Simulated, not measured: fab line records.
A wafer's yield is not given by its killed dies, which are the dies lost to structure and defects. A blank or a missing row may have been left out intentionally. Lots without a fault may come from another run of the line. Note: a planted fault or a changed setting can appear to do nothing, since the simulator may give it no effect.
Struck lot and sound lot, side by side    flow n5Finfet    26 out of 1938 route steps
Sound: wafers L239.2, L239.3, L239.6. Wafers struck: L257.1, L257.3, L257.5. Last of all comes the cause.
At each step with rows: each side's tool, then ch and its chambers, then its first start. Under that, the readings that differ: sound wafers    struck wafers    difference of the means    sigmas: that difference in standard deviations of wafers without a fault.
alike: readings whose means differ by less than 2 such deviations, and words and numbers that are the same on both sides. not compared: withheld readings, readings that some wafer has no value for, bounds like >300 that may hide the same value, and numbers for which the record gives no deviation and whose values overlap.
Wherever a step has rows on one side only, a row that says differs or no value, or a row with sigmas, the two part there. When numbers do not overlap yet have no deviation, they are printed without sigmas and do not part them. A reading missing from all wafers of one side parts the sides only when that side holds two or more wafers.

N5_GATE_CUT_ETCH_58: etches SiNx in CH3F/O2, target depth 17 nm, time 128.6 s.
  sound on rieDiel-06 ch 0,1,2, day 4 06:59; struck on rieDiel-06 ch 0,2,3, day 8 18:41
  alike: drypumpMotorCurrentA, oesProductAu, rfVppV, showerheadPlenumPTorr, throttleValvePct
  not compared: rfHoursCounterH
then, 3 steps without rows for these wafers: N5_GATE_CUT_STRIP_59 (strips in N2/H2, time 20 s); N5_GATE_CUT_PRECLEAN_31 (cleans in DIW, time 300 s); N5_GATE_CUT_SRD_32 (time 30 s).
N5_GATE_CUT_SAC_CAP_01: material SiNx, target thk 24 nm, pulse time 1 s, ald cycles 480.
  sound on aldSin-04 ch 0,3, day 4 07:20; struck on aldSin-03 ch 1,2,3, day 8 19:02
reading                sound        struck       difference  sigmas
heaterPowerOuterW (W)  482 419 484  561 555 626  +119        +2
  alike: heaterPowerW, precursorPulseHeightRel
then, 2 steps without rows for these wafers: N5_GATE_CUT_PECVD_57 (deposits SiNx from SiH4/NH3/N2, target thk 21 nm); N5_GATE_CUT_CMP_02 (polishes, stops on SiO2, t overpolish 12.7 s, target thk 0 nm).
N5_GATE_CUT_HM_DEP_46: deposits SiO2 from TEOS/O2, target thk 130 nm, time 26.6 s.
  sound on pecvd-01 ch 0,1, day 4 09:56; struck on pecvd-04 ch 0,2, day 8 21:38
  alike: heaterPowerOuterW, heaterPowerW, showerheadPlenumPTorr, throttleValvePct
then, 3 steps without rows for these wafers: N5_GATE_CUT_COAT_34 (time 60 s, resist thk 60 nm); N5_GATE_CUT_COAT_35 (time 60 s, resist thk 10 nm); N5_GATE_CUT_COAT_27 (time 60 s, resist thk 10 nm).
N5_GATE_CUT_COAT_07: resist thk 30 nm.
  sound on lithoTrack-05 ch 0, day 4 10:01; struck on lithoTrack-05 ch 0, day 8 21:42
reading                                       sound                 struck                difference  sigmas
spinSpeedRpm (rpm)                            1499.7 1499.4 1498.3  1366.0 1365.2 1366.7  -133.2      -99 or more
model.CAR-EUV_of_GATE_CUT_COAT_07.thkNm (nm)  30 30 30              31.4 31.6 31.4        +1.5        
  alike: dispensePressureKPa, exhaustPa
then, 5 steps without rows for these wafers: N5_GATE_CUT_EBR_09; N5_GATE_CUT_SOFTBAKE_08 (time 60 s); N5_GATE_CUT_EXPOSE_10 (exposes mask GATE CUT, target cd 20 nm); N5_GATE_CUT_PEB_11 (peb time 60 s); N5_GATE_CUT_DEVELOP_12 (develop time 30 s).
N5_GATE_CUT_CD_MEAS_13 targets a cd of 20 nm.
  sound on cdSem-01 ch 0, day 4 10:17; struck on cdSem-02 ch 0, day 8 21:58
  alike: cdNm
N5_GATE_CUT_OVL_MEAS_14:
  sound on overlay-02 ch 0, day 4 10:19; struck on overlay-01 ch 0, day 8 22:00
  alike: GATE_CUT_OVL
N5_GATE_CUT_INSPECT_15: inspects for defects (brightfield).
  struck on defectInspect-01, day 8 22:04; sound on defectInspect-01, day 4 10:22
  alike: rawDefectCount
N5_GATE_CUT_DESCUM_18: chemistry O2, time 7 s.
  sound on rieDiel-01 ch 0,1,2, day 4 10:42; struck on rieDiel-02 ch 1,3, day 8 22:11
  alike: drypumpMotorCurrentA, oesProductAu, rfVppV, showerheadPlenumPTorr, throttleValvePct
  not compared: rfHoursCounterH
N5_GATE_CUT_ETCH_28: etches underlayer in N2/H2, target depth 13 nm, time 10.4 s.
  sound on rieDiel-01 ch 0,1,2, day 4 10:44; struck on rieDiel-02 ch 1,3, day 8 22:13
  alike: drypumpMotorCurrentA, etchRfOnTimeS, oesProductAu, rfVppV, showerheadPlenumPTorr, throttleValvePct
  not compared: rfHoursCounterH
N5_GATE_CUT_ETCH_36: etches SiARC in CF4, target depth 13 nm, time 21.7 s.
  sound on rieDiel-01 ch 0,1,2, day 4 10:45; struck on rieDiel-02 ch 1,3, day 8 22:14
reading                                       sound  struck       difference  sigmas
model.CAR-EUV_of_GATE_CUT_COAT_07.thkNm (nm)  7 7 7  8.4 8.4 8.4  +1.4        
  alike: drypumpMotorCurrentA, etchRfOnTimeS, oesProductAu, rfVppV, showerheadPlenumPTorr, throttleValvePct
  not compared: rfHoursCounterH
then, 1 step without rows for these wafers: N5_GATE_CUT_ETCH_37 (etches SOC in N2/H2, target depth 60 nm, overetch 12 nm, time 90 s).
-- here the record skips 4 days between the struck wafers' starts before and after, leaving off in module GATE_CUT and picking up in module BEOL_M4 (first step shown: number 1111 of the route) --
N5_BEOL_M4_RC_MEAS_101:
  sound on prober-02 ch 0, day 7 20:58; struck on prober-01 ch 0, day 12 16:28
reading        sound           struck          difference  sigmas
DIBL_P (mV/V)  35.1 37.3 34.1  39.5 38.7 38.7  +3.5        +2
  alike: DIBL_N, IOFF_N, IOFF_P, ION_N, ION_P, SS_N, SS_P, VT_N, VT_P
N5_PASSIVATION_PROBE_49:
  sound wafers here have rows in the record (prober-02, day 12 10:04); struck ones have none

WHERE THEY PART
Last at N5_PASSIVATION_PROBE_49 as far as this record goes, first at N5_GATE_CUT_SAC_CAP_01.

WHY: what had been put in by the simulator
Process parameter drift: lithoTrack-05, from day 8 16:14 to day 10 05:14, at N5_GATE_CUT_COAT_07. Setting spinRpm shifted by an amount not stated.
